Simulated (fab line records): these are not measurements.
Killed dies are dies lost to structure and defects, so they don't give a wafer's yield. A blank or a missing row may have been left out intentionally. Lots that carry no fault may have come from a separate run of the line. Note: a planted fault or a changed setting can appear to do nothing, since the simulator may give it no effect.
Matching of chambers :: flow nand_harc :: NHARC_A_STAIRCASE_DEP_325 on pecvd-04: 3 sister chambers
The step deposits SiO2, target thk 3800 nm. 6 wafers are shown with their chamber, then 9 later ones without.

== EACH WAFER AND ITS CHAMBER ==
wafer: L082.4
chamber: 0
heater_power_outer_w (W): 331
heater_power_w (W): 656

wafer: L085.1
chamber: 2
heater_power_outer_w (W): 323
heater_power_w (W): 657

wafer: L085.3
chamber: 0
heater_power_outer_w (W): 410
heater_power_w (W): 774

wafer: L086.1
chamber: 2
heater_power_outer_w (W): 312
heater_power_w (W): 666

wafer: L086.3
chamber: 1
heater_power_outer_w (W): 474
heater_power_w (W): 832

wafer: L086.5
chamber: 1
heater_power_outer_w (W): 380
heater_power_w (W): 682

== WAFERS WITHOUT THEIR CHAMBER ==
wafer: L094.1
heater_power_outer_w (W): 429
heater_power_w (W): 784

wafer: L094.3
heater_power_outer_w (W): 327
heater_power_w (W): 619

wafer: L094.5
heater_power_outer_w (W): 318
heater_power_w (W): 657

wafer: L092.1
heater_power_outer_w (W): 345
heater_power_w (W): 669

wafer: L092.2
heater_power_outer_w (W): 432
heater_power_w (W): 776

wafer: L092.6
heater_power_outer_w (W): 359
heater_power_w (W): 659

wafer: L095.2
heater_power_outer_w (W): 363
heater_power_w (W): 706

wafer: L095.3
heater_power_outer_w (W): 397
heater_power_w (W): 717

wafer: L095.4
heater_power_outer_w (W): 321
heater_power_w (W): 638

== EACH ONE'S CHAMBER ==
wafer: L094.1
from the rows above: can't be placed: 1 or 0
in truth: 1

wafer: L094.3
from the rows above: can't be placed: 2 or 0
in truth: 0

wafer: L094.5
from the rows above: can't be placed: 2 or 0
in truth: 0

wafer: L092.1
from the rows above: can't be placed: 2 or 0 or 1
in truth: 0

wafer: L092.2
from the rows above: can't be placed: 1 or 0
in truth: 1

wafer: L092.6
from the rows above: can't be placed: 0 or 2 or 1
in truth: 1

wafer: L095.2
from the rows above: can't be placed: 0 or 2 or 1
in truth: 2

wafer: L095.3
from the rows above: can't be placed: 0 or 1 or 2
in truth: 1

wafer: L095.4
from the rows above: can't be placed: 2 or 0
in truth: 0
Correct placement for 0 of the 9. Unplaceable from these rows: 9, with the true chamber sitting among the candidates in 9. 0 placed wrongly.
How it was worked out, from the rows above alone: a wafer's distance from a chamber is the root of the sum, over the readings, of the square of ((its reading less the chamber's mean) divided by the reading's scatter). The wafer belongs to the nearest chamber; if the next one is less than 2 further off, it can't be placed. Each chamber's mean is taken over the wafers shown for it. The scatter: take each reading less its chamber's mean, square it, sum over the shown wafers, divide by the number of wafers less the number of chambers, and take the root.
